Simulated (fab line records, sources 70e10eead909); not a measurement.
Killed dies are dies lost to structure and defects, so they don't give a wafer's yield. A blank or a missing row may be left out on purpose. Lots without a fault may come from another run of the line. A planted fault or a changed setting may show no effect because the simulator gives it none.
One fault seen from 2 desks | flow nand_harc | each desk has only its own numbers; what lay behind them comes last

THE METROLOGY DESK
What the gauges read, lot by lot, whatever tool the lot ran on: means of the sampled wafers that have a number. A lot is out of limits, marked OUT, if its mean lies more than 4 standard deviations from the usual mean; the brackets give that distance.
Columns: A = cd_nm at NHARC_THIN_TSV_CD_MEAS_37, usual 5001.0 nm
lot  | first seen here | A
L862 | day 19 08:22    | 4998.1
L866 | day 19 12:45    | 5001.5
L865 | day 20 09:31    | 5002.3
L868 | day 20 21:11    | 5000.5
L869 | day 20 22:50    | 5001.0
L867 | day 21 04:48    | 4998.6
L870 | day 21 05:59    | 5002.4
L875 | day 21 19:49    | 5000.9
L872 | day 21 20:36    | 5001.0
L874 | day 22 00:05    | 4998.8
L879 | day 23 13:52    | 5002.6
L881 | day 24 11:05    | 5003.1
L884 | day 25 01:05    | 5002.9
This desk's finding: nothing out of limits on any of the 13 lots.

THE TOOL OWNER'S DESK: rie_diel-04
The tool's own readings at NHARC_A_CONTACT_ETCH_89 (etches the open film in N2/H2, target depth 260 nm, time 475.3 s): means of the sampled wafers that have a number, for each lot that ran on this tool. A lot is out of limits, marked OUT, if its mean lies more than 4 standard deviations from the usual mean; the brackets give that distance.
Columns: A = chamber_pressure_mTorr at NHARC_A_CONTACT_ETCH_89, usual 30.005 mTorr; B = drypump_motor_current_A at NHARC_A_CONTACT_ETCH_89, usual 5.7 A; C = oes_product_au at NHARC_A_CONTACT_ETCH_89, usual 1.000 a.u.; D = rf_vpp_V at NHARC_A_CONTACT_ETCH_89, usual 430.9 V; E = showerhead_plenum_p_Torr at NHARC_A_CONTACT_ETCH_89, usual 2.05 Torr; F = throttle_valve_pct at NHARC_A_CONTACT_ETCH_89, usual 14.171 %
lot  | first seen here | A      | B   | C     | D     | E    | F
L862 | day 17 10:14    | 30.001 | 5.8 | 0.996 | 431.6 | 2.05 | 14.160
L865 | day 18 14:05    | 30.011 | 5.6 | 0.993 | 430.6 | 2.06 | 14.178
L869 | day 18 19:42    | 30.003 | 6.0 | 1.006 | 430.8 | 2.03 | 14.173
L867 | day 19 02:14    | 29.984 | 5.6 | 0.992 | 430.8 | 2.06 | 14.176
L879 | day 21 09:29    | 29.980 | 5.8 | 1.003 | 430.1 | 2.02 | 14.166
L881 | day 22 14:15    | 30.021 | 5.6 | 0.997 | 431.2 | 2.06 | 14.175
This desk's finding: nothing out of limits on any of the 6 lots.

PUT TOGETHER
The metrology desk saw nothing out of limits.
The tool owner's desk saw nothing out of limits.

WHAT THE SIMULATOR HAD PUT IN
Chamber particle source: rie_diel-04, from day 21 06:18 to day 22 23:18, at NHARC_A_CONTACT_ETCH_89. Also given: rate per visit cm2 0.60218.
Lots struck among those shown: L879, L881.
